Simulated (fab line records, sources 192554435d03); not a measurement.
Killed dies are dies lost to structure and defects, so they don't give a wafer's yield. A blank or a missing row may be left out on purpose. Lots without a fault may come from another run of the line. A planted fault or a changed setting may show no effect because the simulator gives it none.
fab line records | flow n5_finfet | part 1 of 2: steps 1 to 19 of 24
record lots=5 wafers=15 last_day=18
route steps=1938 shown BEOL_M2@868
lots that met no fault: from a run of the same line without faults
start_h: hours from the record's first day to the start of the lot's first wafer shown | wait_h: hours since the lot's step before | " the same as in the row above | L1.1+2: a row that stands for several wafers | - no value, or no start given | * or withheld: withheld | < > ~ a bound
route shown NAME@n: a module of which the file shows steps, and the number in the route of the first | usual: mean/standard deviation of fault-free wafers | same: alike in all rows | chamber/n: place in a boat | sites: the reading at each site | _std_site: their standard deviation | _edge_site: outer sites' mean less inner sites' | radius_mm: how far each site lies from the wafer's centre | mask NAME#n: copy n | behind: the tool/chamber that last shaped the wafer | hold: why the lot was held/for how many hours/how that ended | device: the transistor (n, p or np) that didn't switch | end of line: the same wafers' tests at the end of the route | a step without rows: its recipe alone | killed: dies lost to structure and defects at the first sort, not the wafer's yield | map: a wafer's dies, x killed, . not, _ none there
set.NAME: the setting as run; set.NAME@STEP: as run at that earlier step | model.NAME: the simulator's own value behind a step, which no gauge read
lots at some steps of the route; a table a step, a row a wafer
services: from which hour (start_h, from the record's first day; less than 0 if before it) a tool's chamber was out of use, for how many hours, and why
## steps
# step N5_BEOL_M2_COAT_68
# recipe resist=SiARC temp_c=220 time_s=60 spin_rpm=1500 resist_thk_nm=12
# usual resist_line_temp_C=22.98/0.1
# columns lot.wafer tool chamber start_h wait_h resist_line_temp_C
L074.4 litho_track-05 0 - - 22.87
L074.5 " 0 " " 23.02
L074.6 " 0 " " 22.96
L077.3 litho_track-04 0 - - 23.03
L077.4 " 0 " " 23.07
L077.6 " 0 " " 23.01
L083.2 litho_track-05 0 - - 22.87
L083.3 " 0 " " 22.99
L083.5 " 0 " " 22.80
L092.3 litho_track-05 0 - - 22.99
L092.4 " 0 " " 23.11
L092.5 " 0 " " 23.07
L094.2 litho_track-03 0 - - 23.08
L094.3 " 0 " " 23.18
L094.6 " 0 " " 23.12
# step N5_BEOL_M2_COAT_76
# recipe resist=underlayer temp_c=205 time_s=60 spin_rpm=1500 resist_thk_nm=5
# usual resist_line_temp_C=23.01/0.085
# columns lot.wafer tool chamber start_h wait_h resist_line_temp_C
L074.4 litho_track-05 0 - - 23.04
L074.5 " 0 " " 23.04
L074.6 " 0 " " 23.05
L077.3 litho_track-04 0 - - 23.04
L077.4 " 0 " " 23.01
L077.6 " 0 " " 23.03
L083.2 litho_track-05 0 - - 22.93
L083.3 " 0 " " 22.91
L083.5 " 0 " " 23.03
L092.3 litho_track-05 0 - - 23.06
L092.4 " 0 " " 23.03
L092.5 " 0 " " 23.02
L094.2 litho_track-03 0 - - 22.97
L094.3 " 0 " " 22.83
L094.6 " 0 " " 22.86
# step N5_BEOL_M2_COAT_22
# recipe resist=CAR-EUV spin_rpm=1500 resist_thk_nm=30
# usual resist_line_temp_C=23.00/0.089
# columns lot.wafer tool chamber start_h wait_h resist_line_temp_C
L074.4 litho_track-05 0 - - 23.05
L074.5 " 0 " " 23.00
L074.6 " 0 " " 22.86
L077.3 litho_track-04 0 - - 23.10
L077.4 " 0 " " 22.82
L077.6 " 0 " " 23.01
L083.2 litho_track-05 0 - - 22.87
L083.3 " 0 " " 23.00
L083.5 " 0 " " 22.86
L092.3 litho_track-05 0 - - 22.88
L092.4 " 0 " " 23.08
L092.5 " 0 " " 22.89
L094.2 litho_track-03 0 - - 23.06
L094.3 " 0 " " 23.05
L094.6 " 0 " " 23.24
# step N5_BEOL_M2_EBR_24
# recipe solvent=PGMEA ebr_width_mm=1.5
# usual resist_line_temp_C=23.01/0.1
# same ebr_width_mm=1.5
# columns lot.wafer tool chamber start_h wait_h resist_line_temp_C
L074.4 litho_track-05 0 - - 22.87
L074.5 " 0 " " 22.95
L074.6 " 0 " " 22.97
L077.3 litho_track-04 0 - - 22.99
L077.4 " 0 " " 23.04
L077.6 " 0 " " 22.99
L083.2 litho_track-05 0 - - 23.10
L083.3 " 0 " " 23.05
L083.5 " 0 " " 22.96
L092.3 litho_track-05 0 - - 22.80
L092.4 " 0 " " 22.80
L092.5 " 0 " " 22.76
L094.2 litho_track-03 0 - - 23.21
L094.3 " 0 " " 23.06
L094.6 " 0 " " 23.19
# step N5_BEOL_M2_SOFTBAKE_23
# recipe temp_c=110 time_s=60 resist=CAR-EUV
# usual resist_line_temp_C=23.01/0.11
# columns lot.wafer tool chamber start_h wait_h resist_line_temp_C
L074.4 litho_track-05 0 - - 22.94
L074.5 " 0 " " 22.93
L074.6 " 0 " " 22.91
L077.3 litho_track-04 0 - - 23.07
L077.4 " 0 " " 23.04
L077.6 " 0 " " 23.08
L083.2 litho_track-05 0 - - 23.15
L083.3 " 0 " " 23.27
L083.5 " 0 " " 23.24
L092.3 litho_track-05 0 - - 23.04
L092.4 " 0 " " 22.81
L092.5 " 0 " " 23.05
L094.2 litho_track-03 0 - - 23.12
L094.3 " 0 " " 23.14
L094.6 " 0 " " 23.08
# step N5_BEOL_M2_EXPOSE_25
# recipe mask_id=V1 na=0.33 source_shape=quasar sigma_inner=0.2 sigma_outer=0.8 polarization=unpolarized defocus_nm=5 dose_mj=63
# usual exposure_dose_mJ_cm2=62.96/0.064
# columns lot.wafer tool chamber start_h wait_h mask exposure_dose_mJ_cm2
L074.4 euv_scanner-02 0 132.31 - V1#0 62.95
L074.5 " 0 " " V1#0 62.98
L074.6 " 0 " " V1#0 63.02
L077.3 euv_scanner-02 0 148.02 - V1#0 62.88
L077.4 " 0 " " V1#0 62.94
L077.6 " 0 " " V1#0 62.89
L083.2 euv_scanner-01 0 187.00 - V1#0 63.05
L083.3 " 0 " " V1#0 62.99
L083.5 " 0 " " V1#0 62.95
L092.3 euv_scanner-01 0 241.83 - V1#0 63.08
L092.4 " 0 " " V1#0 63.04
L092.5 " 0 " " V1#0 63.01
L094.2 euv_scanner-01 0 261.96 - V1#0 62.95
L094.3 " 0 " " V1#0 62.95
L094.6 " 0 " " V1#0 62.98
# step N5_BEOL_M2_PEB_26
# recipe peb_temp_c=100 peb_time_s=60 resist=CAR-EUV
# usual resist_line_temp_C=23.00/0.11
# columns lot.wafer tool chamber start_h wait_h resist_line_temp_C
L074.4 litho_track-03 0 132.37 0.0 22.84
L074.5 " 0 " " 22.96
L074.6 " 0 " " 22.93
L077.3 litho_track-05 0 148.08 0.1 23.09
L077.4 " 0 " " 23.07
L077.6 " 0 " " 23.06
L083.2 litho_track-03 0 187.07 0.1 22.85
L083.3 " 0 " " 23.06
L083.5 " 0 " " 23.18
L092.3 litho_track-04 0 241.89 0.1 22.89
L092.4 " 0 " " 22.95
L092.5 " 0 " " 22.77
L094.2 litho_track-05 0 262.03 0.1 23.01
L094.3 " 0 " " 23.07
L094.6 " 0 " " 22.96
# step N5_BEOL_M2_DEVELOP_27
# recipe develop_time_s=30 developer=TMAH resist=CAR-EUV rinse_liquid=surfactant_rinse dry=air_spin dev_temp_c=23
# usual resist_line_temp_C=23.02/0.11
# columns lot.wafer tool chamber start_h wait_h resist_line_temp_C
L074.4 litho_track-03 0 - - 23.14
L074.5 " 0 " " 23.13
L074.6 " 0 " " 23.09
L077.3 litho_track-05 0 - - 23.04
L077.4 " 0 " " 22.98
L077.6 " 0 " " 22.99
L083.2 litho_track-03 0 - - 22.83
L083.3 " 0 " " 22.83
L083.5 " 0 " " 23.01
L092.3 litho_track-04 0 - - 23.02
L092.4 " 0 " " 22.93
L092.5 " 0 " " 22.90
L094.2 litho_track-05 0 - - 23.21
L094.3 " 0 " " 23.14
L094.6 " 0 " " 23.25
# step N5_BEOL_M2_CD_MEAS_28
# recipe target_cd_nm=26.2 landing_energy_ev=500 detector=se_inlens target_cd_y_nm=24.1 polarity=opening
# usual cd_nm=26.11/0.24
# columns lot.wafer tool chamber start_h wait_h cd_nm
L074.4 cd_sem-01 0 132.43 - 26.25
L074.5 " 0 " " 26.42
L074.6 " 0 " " 26.10
L077.3 cd_sem-02 0 148.15 - 26.53
L077.4 " 0 " " 26.23
L077.6 " 0 " " 26.49
L083.2 cd_sem-02 0 187.14 - 26.06
L083.3 " 0 " " 25.39
L083.5 " 0 " " 26.04
L092.3 cd_sem-03 0 241.96 - 26.00
L092.4 " 0 " " 25.93
L092.5 " 0 " " 25.89
L094.2 cd_sem-01 0 262.10 - 26.49
L094.3 " 0 " " 25.51
L094.6 " 0 " " 25.80
# step N5_BEOL_M2_OVL_MEAS_29
# recipe points_per_wafer=522
# usual V1_OVL=0.2/0.72
# columns lot.wafer tool chamber start_h wait_h V1_OVL[nm]
L074.4 overlay-02 0 132.48 0.0 1.6
L074.5 " 0 " " -0.5
L074.6 " 0 " " 0.1
L077.3 overlay-02 0 148.19 0.0 2.0
L077.4 " 0 " " 0.4
L077.6 " 0 " " -0.3
L083.2 overlay-01 0 187.17 0.0 1.5
L083.3 " 0 " " 0.1
L083.5 " 0 " " 0.6
L092.3 overlay-01 0 242.00 0.0 -0.2
L092.4 " 0 " " -1.0
L092.5 " 0 " " 0.9
L094.2 overlay-01 0 262.13 0.0 0.6
L094.3 " 0 " " 1.4
L094.6 " 0 " " 1.5
# step N5_BEOL_M2_INSPECT_30
# recipe mode=adi inspect_instrument=brightfield
# usual raw_defect_count=404/100
# columns lot.wafer tool chamber start_h wait_h raw_defect_count
L074.4 defect_inspect-02 - 132.52 0.0 433
L074.5 " - " " 378
L074.6 " - " " 368
L077.3 defect_inspect-01 - 148.24 0.0 349
L077.4 " - " " 310
L077.6 " - " " 327
L083.2 defect_inspect-02 - 187.23 0.0 490
L083.3 " - " " 281
L083.5 " - " " 321
L092.3 defect_inspect-02 - 242.04 0.0 524
L092.4 " - " " 284
L092.5 " - " " 435
L094.2 defect_inspect-02 - 262.18 0.0 331
L094.3 " - " " 289
L094.6 " - " " 318
# step N5_BEOL_M2_DESCUM_33
# recipe chemistry=O2 time_s=7 source_power_w=50 bias_power_w=20 pressure_mtorr=20 rf_frequency_hz=2.712e+07 temp_c=40 resist=CAR-EUV o2_flow_sccm=225
# usual drypump_motor_current_A=5.8/0.41 oes_product_au=0.77/0.094 rf_fwd_power_W=49.34/0.22 rf_vpp_V=243.6/1.5 showerhead_plenum_p_Torr=2.12/0.07 throttle_valve_pct=20.49/0.28
# columns lot.wafer tool chamber start_h wait_h drypump_motor_current_A oes_product_au rf_fwd_power_W rf_hours_counter_h rf_vpp_V showerhead_plenum_p_Torr throttle_valve_pct
L074.4 rie_diel-01 3 132.55 0.0 5.7 0.69 49.38 249 241.3 1.97 21.06
L074.5 " 1 " " 6.1 0.92 48.94 - 244.6 2.13 20.06
L074.6 " 0 " " 5.1 0.82 49.03 - 245.5 2.20 20.39
L077.3 rie_diel-03 0 148.27 0.0 6.2 0.71 49.22 188 246.4 2.18 20.68
L077.4 " 0 " " 6.1 0.70 49.31 - 243.7 2.18 20.69
L077.6 " 1 " " 6.1 0.68 49.36 - 242.5 2.06 20.28
L083.2 rie_diel-01 1 187.32 0.1 6.1 0.89 49.38 42 242.8 2.12 20.10
L083.3 " 2 " " 5.5 0.88 49.55 46 243.7 2.13 20.30
L083.5 " 3 " " 5.7 0.93 49.79 - 245.3 2.23 20.68
L092.3 rie_diel-01 1 242.64 0.6 6.1 0.85 49.22 60 242.8 2.11 20.12
L092.4 " 3 " " 5.7 0.88 49.77 33 245.3 2.22 20.71
L092.5 " 1 " " 6.1 0.85 49.10 - 242.9 2.11 20.12
L094.2 rie_diel-05 3 262.22 0.0 6.1 0.70 49.36 237 240.4 1.99 20.53
L094.3 " 0 " " 6.1 0.91 49.27 12 243.4 2.23 20.01
L094.6 " 0 " " 6.1 0.91 49.46 - 245.9 2.23 20.02
# step N5_BEOL_M2_ETCH_77
# recipe chemistry=N2/H2 target=underlayer target_depth_a=65 mask_material=CAR-EUV time_s=5.2 ion_energy_ev=200 pressure_mtorr=30 source_w=840 bias_w=150 n2_flow_sccm=200 h2_flow_sccm=200 ends=cleared
# usual drypump_motor_current_A=5.8/0.41 etch_rf_on_time_s=5.24/0.11 oes_product_au=0.66/0.081 rf_fwd_power_W=819.6/2.6 rf_vpp_V=524.5/2.8 showerhead_plenum_p_Torr=2.57/0.089 throttle_valve_pct=17.87/0.21
# columns lot.wafer tool chamber start_h wait_h drypump_motor_current_A etch_rf_on_time_s oes_product_au rf_fwd_power_W rf_hours_counter_h rf_vpp_V showerhead_plenum_p_Torr throttle_valve_pct
L074.4 rie_diel-01 3 132.59 0.0 5.7 5.35 0.59 818.3 249 518.8 2.40 18.52
L074.5 " 1 " " 6.1 4.99 0.80 819.6 - 524.9 2.60 17.61
L074.6 " 0 " " 5.1 5.33 0.68 822.3 - 530.4 2.67 17.71
L077.3 rie_diel-03 0 148.30 0.0 6.1 5.29 0.60 821.3 188 526.6 2.63 18.03
L077.4 " 0 " " 6.2 5.25 0.61 817.2 - 525.1 2.63 18.01
L077.6 " 1 " " 6.1 5.20 0.58 821.6 - 521.9 2.51 17.80
L083.2 rie_diel-01 1 187.36 0.0 6.1 4.98 0.77 820.8 42 527.0 2.59 17.65
L083.3 " 2 " " 5.5 5.20 0.74 819.1 46 525.8 2.59 17.70
L083.5 " 3 " " 5.7 5.30 0.77 820.0 - 527.9 2.72 18.10
L092.3 rie_diel-01 1 242.68 0.0 6.1 5.11 0.73 821.6 60 524.7 2.58 17.64
L092.4 " 3 " " 5.7 5.34 0.75 817.2 33 529.1 2.71 18.12
L092.5 " 1 " " 6.1 5.12 0.73 817.1 - 524.0 2.58 17.63
L094.2 rie_diel-05 3 262.25 0.0 6.1 5.23 0.59 822.5 237 519.2 2.39 17.83
L094.3 " 0 " " 6.1 5.04 0.79 820.6 12 527.7 2.71 17.43
L094.6 " 0 " " 6.1 5.01 0.79 820.3 - 528.3 2.71 17.43
# step N5_BEOL_M2_ETCH_69
# recipe chemistry=CF4 target=SiARC target_depth_a=156 mask_material=CAR-EUV time_s=26 ion_energy_ev=80 pressure_mtorr=40 source_w=545 bias_w=36 Ar_flow_sccm=100 cf4_flow_sccm=100 ends=cleared
# usual drypump_motor_current_A=5.8/0.41 etch_rf_on_time_s=26.3/0.53 oes_product_au=0.66/0.08 rf_fwd_power_W=531.9/1.8 rf_vpp_V=184.3/1.2 showerhead_plenum_p_Torr=2.17/0.071 throttle_valve_pct=15.67/0.26
# columns lot.wafer tool chamber start_h wait_h drypump_motor_current_A etch_rf_on_time_s oes_product_au rf_fwd_power_W rf_hours_counter_h rf_vpp_V showerhead_plenum_p_Torr throttle_valve_pct
L074.4 rie_diel-01 3 132.60 0.0 5.7 26.9 0.59 535.7 249 183.0 2.04 16.33
L074.5 " 1 " " 6.1 25.4 0.79 531.8 - 184.1 2.18 15.25
L074.6 " 0 " " 5.2 26.8 0.67 532.8 - 185.5 2.25 15.57
L077.3 rie_diel-03 0 148.32 0.0 6.2 26.5 0.60 530.8 188 186.6 2.22 15.86
L077.4 " 0 " " 6.2 26.5 0.60 528.4 - 185.4 2.22 15.87
L077.6 " 1 " " 6.1 26.1 0.59 532.9 - 183.4 2.12 15.59
L083.2 rie_diel-01 1 187.37 0.0 6.1 25.1 0.76 531.0 42 183.7 2.17 15.29
L083.3 " 2 " " 5.5 25.8 0.75 533.8 46 184.6 2.17 15.40
L083.5 " 3 " " 5.7 26.0 0.79 531.6 - 186.5 2.29 15.84
L092.3 rie_diel-01 1 242.69 0.0 6.1 25.9 0.73 534.0 60 184.2 2.16 15.32
L092.4 " 3 " " 5.7 26.5 0.75 535.2 33 185.9 2.29 15.89
L092.5 " 1 " " 6.1 25.8 0.73 533.7 - 185.4 2.16 15.32
L094.2 rie_diel-05 3 262.27 0.0 6.1 25.7 0.59 530.8 237 182.9 2.03 15.71
L094.3 " 0 " " 6.1 24.9 0.80 533.4 12 185.7 2.27 15.18
L094.6 " 0 " " 6.1 25.0 0.79 530.4 - 185.8 2.27 15.16
# step N5_BEOL_M2_ALD_98
# recipe material=SiO2 target_thk_a=25 temp_c=100 ald_precursor_family=BDEAS ald_co_reactant=O2-plasma pulse_time_s=1 co_reactant_pulse_time_s=1 purge_time_s=2 co_reactant_purge_time_s=2 ald_cycles=17 pressure_torr=2
# usual heater_power_w=81/5.9 precursor_pulse_height_rel=0.995/0.017
# same purge_time_s=2
# columns lot.wafer tool chamber start_h wait_h heater_power_w precursor_pulse_height_rel
L074.4 ald_sin-01 1 132.69 0.1 76 1.004
L074.5 " 3 " " 79 0.993
L074.6 " 2 " " 77 1.003
L077.3 ald_sin-02 0 148.40 0.1 77 0.999
L077.4 " 2 " " 81 0.992
L077.6 " 2 " " 81 0.997
L083.2 ald_sin-02 3 188.18 0.8 81 1.005
L083.3 " 0 " " 78 0.959
L083.5 " 3 " " 80 0.974
L092.3 ald_sin-02 0 242.93 0.2 77 1.011
L092.4 " 2 " " 83 0.992
L092.5 " 0 " " 76 1.004
L094.2 ald_sin-04 1 262.35 0.1 88 0.992
L094.3 " 2 " " 88 1.013
L094.6 " 3 " " 67 0.987
# step N5_BEOL_M2_ETCHBACK_99
# recipe chemistry=CHF3 target=SiO2 target_depth_a=50 time_s=10.4 source_w=215 bias_w=47 Ar_flow_sccm=200 CHF3_flow_sccm=12 ion_energy_ev=100 pressure_mtorr=30
# usual drypump_motor_current_A=5.8/0.41 oes_f_703_au=0.78/0.1 oes_product_au=0.78/0.11 rf_fwd_power_W=212.2/0.82 rf_vpp_V=240/5 showerhead_plenum_p_Torr=2.16/0.082 throttle_valve_pct=17.08/0.27
# columns lot.wafer tool chamber start_h wait_h drypump_motor_current_A oes_f_703_au oes_product_au rf_fwd_power_W rf_hours_counter_h rf_vpp_V showerhead_plenum_p_Torr throttle_valve_pct
L074.4 rie_diel-05 3 136.56 3.8 6.1 0.74 0.74 212.7 195 233 2.03 16.98
L074.5 " 3 " " 6.1 0.74 0.73 212.5 - 232 2.03 16.97
L074.6 " 0 " " 6.1 0.72 0.71 211.3 - 233 2.04 17.05
L077.3 rie_diel-01 1 150.14 1.7 6.1 0.90 0.92 211.4 26 248 2.20 16.83
L077.4 " 1 " " 6.1 0.90 0.91 211.2 - 248 2.20 16.82
L077.6 " 2 " " 5.6 0.88 0.90 213.3 - 248 2.18 16.80
L083.2 rie_diel-01 0 190.15 1.9 5.1 0.76 0.78 212.6 105 243 2.25 16.99
L083.3 " 1 " " 6.1 0.87 0.89 211.6 43 247 2.20 16.84
L083.5 " 0 " " 5.2 0.76 0.79 212.7 - 245 2.25 17.01
L092.3 rie_diel-05 2 243.05 0.1 6.1 0.71 0.71 210.4 200 247 2.22 17.32
L092.4 " 3 " " 6.1 0.72 0.71 211.8 - 232 2.02 17.06
L092.5 " 2 " " 6.1 0.72 0.71 210.6 - 245 2.22 17.32
L094.2 rie_diel-05 3 279.03 16.6 6.1 0.71 0.70 212.9 243 231 2.02 17.07
L094.3 " 2 " " 6.2 0.71 0.71 211.9 214 249 2.22 17.35
L094.6 " 1 " " 5.5 0.92 0.95 212.1 - 236 2.10 16.80
# step N5_BEOL_M2_ETCH_70
# recipe chemistry=N2/H2 target=SOC target_depth_a=800 overetch_a=240 mask_material=SiARC temp_c=40 time_s=130 ion_energy_ev=200 pressure_mtorr=30 source_w=840 bias_w=150 n2_flow_sccm=200 h2_flow_sccm=200
# usual drypump_motor_current_A=5.8/0.41 oes_product_au=0.58/0.075 rf_fwd_power_W=835.5/2.7 rf_vpp_V=524.2/2.8 showerhead_plenum_p_Torr=2.55/0.099 throttle_valve_pct=17.78/0.22
# columns lot.wafer tool chamber start_h wait_h drypump_motor_current_A oes_product_au rf_fwd_power_W rf_hours_counter_h rf_vpp_V showerhead_plenum_p_Torr throttle_valve_pct
L074.4 rie_diel-05 3 136.60 0.0 6.1 0.54 835.6 195 520.1 2.41 17.73
L074.5 " 3 " " 6.2 0.53 832.9 - 519.7 2.41 17.71
L074.6 " 0 " " 6.1 0.52 834.7 - 519.5 2.40 17.76
L077.3 rie_diel-01 1 150.17 0.0 6.1 0.68 834.0 26 524.5 2.60 17.55
L077.4 " 1 " " 6.1 0.66 834.8 - 525.7 2.60 17.55
L077.6 " 2 " " 5.5 0.66 834.9 - 525.2 2.60 17.61
L083.2 rie_diel-01 0 190.19 0.0 5.1 0.58 835.7 105 528.1 2.66 17.73
L083.3 " 1 " " 6.1 0.64 833.5 43 526.2 2.59 17.60
L083.5 " 0 " " 5.2 0.58 835.2 - 527.3 2.66 17.73
L092.3 rie_diel-05 2 243.09 0.0 6.2 0.53 836.4 200 525.4 2.63 18.03
L092.4 " 3 " " 6.1 0.52 832.7 - 520.9 2.40 17.80
L092.5 " 2 " " 6.1 0.53 833.4 - 525.4 2.63 18.03
L094.2 rie_diel-05 3 279.07 0.0 6.1 0.51 833.2 243 518.5 2.39 17.81
L094.3 " 2 " " 6.1 0.52 833.4 214 525.4 2.62 18.04
L094.6 " 1 " " 5.5 0.69 835.7 - 522.1 2.48 17.44
# step N5_BEOL_M2_STRIP_71
# recipe chemistry=N2/H2 temp_c=40 n2_flow_sccm=200 h2_flow_sccm=200 rf_frequency_hz=6e+07
# columns lot.wafer tool chamber start_h wait_h
L074.4+5+6 rie_diel-05 3,3,0 136.69 0.0
L077.3+4+6 rie_diel-01 1,1,2 150.26 0.0
L083.2+3+5 rie_diel-01 0,1,0 190.27 0.0
L092.3+4+5 rie_diel-05 2,3,2 243.17 0.0
L094.2+3+6 rie_diel-05 3,2,1 279.15 0.0
# step N5_BEOL_M2_STRIP_78
# recipe chemistry=N2/H2 temp_c=40 n2_flow_sccm=200 h2_flow_sccm=200 rf_frequency_hz=6e+07
# columns lot.wafer tool chamber start_h wait_h
L074.4+5+6 rie_diel-05 3,3,0 136.70 0.0
L077.3+4+6 rie_diel-01 1,1,2 150.27 0.0
L083.2+3+5 rie_diel-01 0,1,0 190.28 0.0
L092.3+4+5 rie_diel-05 2,3,2 243.18 0.0
L094.2+3+6 rie_diel-05 3,2,1 279.16 0.0
